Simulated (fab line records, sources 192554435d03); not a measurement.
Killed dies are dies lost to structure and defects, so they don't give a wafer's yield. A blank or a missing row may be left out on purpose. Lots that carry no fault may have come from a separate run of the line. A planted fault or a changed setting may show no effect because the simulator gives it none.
Lot-split experiment :: flow n5-finfet :: on a route of 1938 steps: 7 lots, 21 wafers read

== SPLIT DETAILS ==
At N5_BEOL_M1_VIA_ETCH_34 (etches the open film in C4F6/O2, target depth 67.8 nm, time 64.4 s), the setting time-s was moved away from the recipe's 64.4 s on 4 of the 21 wafers read, by -14.3% to +17.5%. The other wafers ran this setting at the recipe's value.

The split's own step is where the reading is taken.

== THE READING ==
SOC_of_BEOL_M1_COAT_67.thk-nm (the simulator's own value, which no gauge read), in nm, at N5_BEOL_M1_VIA_ETCH_34 (etches the open film in C4F6/O2, target depth 67.8 nm, time 64.4 s). The file does not state a usual value for it. Average 52.1 nm, standard deviation 0.27 nm, over the 17 wafers here run with the recipe.

wafer: L078.1
tool, chamber at the split: rie-diel-01, 0
time-s as run, s: 64.4
against the recipe: recipe
SOC_of_BEOL_M1_COAT_67.thk-nm, nm: 52.2
against lot-mates on the recipe: -

wafer: L078.3
tool, chamber at the split: rie-diel-01, 2
time-s as run, s: 64.4
against the recipe: recipe
SOC_of_BEOL_M1_COAT_67.thk-nm, nm: 52.2
against lot-mates on the recipe: -

wafer: L078.4
tool, chamber at the split: rie-diel-01, 3
time-s as run, s: 72.03
against the recipe: +11.8%
SOC_of_BEOL_M1_COAT_67.thk-nm, nm: 51.2
against lot-mates on the recipe: -1.0

wafer: L079.2
tool, chamber at the split: rie-diel-01, 1
time-s as run, s: 64.4
against the recipe: recipe
SOC_of_BEOL_M1_COAT_67.thk-nm, nm: 52
against lot-mates on the recipe: -

wafer: L079.5
tool, chamber at the split: rie-diel-01, 0
time-s as run, s: 64.4
against the recipe: recipe
SOC_of_BEOL_M1_COAT_67.thk-nm, nm: 52
against lot-mates on the recipe: -

wafer: L079.6
tool, chamber at the split: rie-diel-01, 1
time-s as run, s: 64.4
against the recipe: recipe
SOC_of_BEOL_M1_COAT_67.thk-nm, nm: 52
against lot-mates on the recipe: -

wafer: L081.3
tool, chamber at the split: rie-diel-06, 3
time-s as run, s: 68.55
against the recipe: +6.4%
SOC_of_BEOL_M1_COAT_67.thk-nm, nm: 52
against lot-mates on the recipe: -0.4

wafer: L081.5
tool, chamber at the split: rie-diel-06, 0
time-s as run, s: 64.4
against the recipe: recipe
SOC_of_BEOL_M1_COAT_67.thk-nm, nm: 52.4
against lot-mates on the recipe: -

wafer: L081.6
tool, chamber at the split: rie-diel-06, 3
time-s as run, s: 64.4
against the recipe: recipe
SOC_of_BEOL_M1_COAT_67.thk-nm, nm: 52.4
against lot-mates on the recipe: -

wafer: L083.3
tool, chamber at the split: rie-diel-06, 0
time-s as run, s: 64.4
against the recipe: recipe
SOC_of_BEOL_M1_COAT_67.thk-nm, nm: 52.6
against lot-mates on the recipe: -

wafer: L083.4
tool, chamber at the split: rie-diel-06, 1
time-s as run, s: 64.4
against the recipe: recipe
SOC_of_BEOL_M1_COAT_67.thk-nm, nm: 52
against lot-mates on the recipe: -

wafer: L083.5
tool, chamber at the split: rie-diel-06, 1
time-s as run, s: 64.4
against the recipe: recipe
SOC_of_BEOL_M1_COAT_67.thk-nm, nm: 51.8
against lot-mates on the recipe: -

wafer: L085.3
tool, chamber at the split: rie-diel-01, 1
time-s as run, s: 64.4
against the recipe: recipe
SOC_of_BEOL_M1_COAT_67.thk-nm, nm: 52
against lot-mates on the recipe: -

wafer: L085.4
tool, chamber at the split: rie-diel-01, 3
time-s as run, s: 75.66
against the recipe: +17.5%
SOC_of_BEOL_M1_COAT_67.thk-nm, nm: 50.8
against lot-mates on the recipe: -1.3

wafer: L085.5
tool, chamber at the split: rie-diel-01, 3
time-s as run, s: 64.4
against the recipe: recipe
SOC_of_BEOL_M1_COAT_67.thk-nm, nm: 52.2
against lot-mates on the recipe: -

wafer: L090.1
tool, chamber at the split: rie-diel-01, 1
time-s as run, s: 64.4
against the recipe: recipe
SOC_of_BEOL_M1_COAT_67.thk-nm, nm: 51.8
against lot-mates on the recipe: -

wafer: L090.3
tool, chamber at the split: rie-diel-01, 0
time-s as run, s: 64.4
against the recipe: recipe
SOC_of_BEOL_M1_COAT_67.thk-nm, nm: 52.2
against lot-mates on the recipe: -

wafer: L090.4
tool, chamber at the split: rie-diel-01, 2
time-s as run, s: 64.4
against the recipe: recipe
SOC_of_BEOL_M1_COAT_67.thk-nm, nm: 52.2
against lot-mates on the recipe: -

wafer: L095.4
tool, chamber at the split: rie-diel-03, 1
time-s as run, s: 64.4
against the recipe: recipe
SOC_of_BEOL_M1_COAT_67.thk-nm, nm: 51.6
against lot-mates on the recipe: -

wafer: L095.5
tool, chamber at the split: rie-diel-03, 1
time-s as run, s: 64.4
against the recipe: recipe
SOC_of_BEOL_M1_COAT_67.thk-nm, nm: 51.6
against lot-mates on the recipe: -

wafer: L095.6
tool, chamber at the split: rie-diel-03, 0
time-s as run, s: 55.18
against the recipe: -14.3%
SOC_of_BEOL_M1_COAT_67.thk-nm, nm: 53.4
against lot-mates on the recipe: +1.8

THE FIT
A straight line over all 21 wafers: SOC_of_BEOL_M1_COAT_67.thk-nm changes by -0.0762 nm for each +1% of time-s; r = -0.86; the points scatter about the line by 0.27 nm.
The same after taking each lot's own level away (the mean of its wafers on the recipe; 21 wafers): -0.0925 nm for each +1%; r = -0.94; scatter 0.2 nm.
Per that fit: largest time-s move, reading shift of 1.6 nm.
The lots' own levels span 51.60 to 52.40 nm, that is 3.0 times the standard deviation above.
In other words, the slope is changed by the lot-to-lot level; the two fits disagree.
Check: with one of the wafers moved furthest among these (+17.5%) left out of the fit, the line predicts -1.78 nm for it against its lot-mates. Against them it came out at -1.3 nm.

== OTHER SPLITS APPLIED TO THESE WAFERS ==
Other splits were also applied to these wafers ahead of the reading. Each is held against what the fit with the lots' levels taken away leaves over:
other split on the same wafers: N5_MOL_CONTACT_COAG_EXPOSE_05 dose-mj
wafers away from the commonest value: 11
r with SOC_of_BEOL_M1_COAT_67.thk-nm (lot level and that fit taken away): -0.11

other split on the same wafers: N5_MOL_CONTACT_COAG_VIA_ETCH_117 bias-w
wafers away from the commonest value: 10
r with SOC_of_BEOL_M1_COAT_67.thk-nm (lot level and that fit taken away): +0.31

other split on the same wafers: N5_BEOL_M0_SAQP_SPACER1_ALD_98 ald-cycles
wafers away from the commonest value: 3
r with SOC_of_BEOL_M1_COAT_67.thk-nm (lot level and that fit taken away): -0.13

other split on the same wafers: N5_BEOL_M0_ETCH_128 source-w
wafers away from the commonest value: 9
r with SOC_of_BEOL_M1_COAT_67.thk-nm (lot level and that fit taken away): -0.36

== THE WHOLE CHAIN: every reading that the file lists as answering this split, in the file's order ==
step: N5_BEOL_M1_VIA_ETCH_34
what it does: etches the open film in C4F6/O2, target depth 67.8 nm, time 64.4 s
reading: etch.depth-nm (the simulator's own value, which no gauge read)
change (the file's fit): +0.709 nm for each +1% of the setting
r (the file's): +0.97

step: N5_BEOL_M1_VIA_ETCH_34
what it does: etches the open film in C4F6/O2, target depth 67.8 nm, time 64.4 s
reading: SOC_of_BEOL_M1_COAT_67.thk-nm (the simulator's own value, which no gauge read)
change (the file's fit): -0.0909 nm for each +1% of the setting
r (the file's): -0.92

== THE FILE'S OWN FIT ==
SOC_of_BEOL_M1_COAT_67.thk-nm changes by -0.0909 nm for each +1% of time-s, r = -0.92.
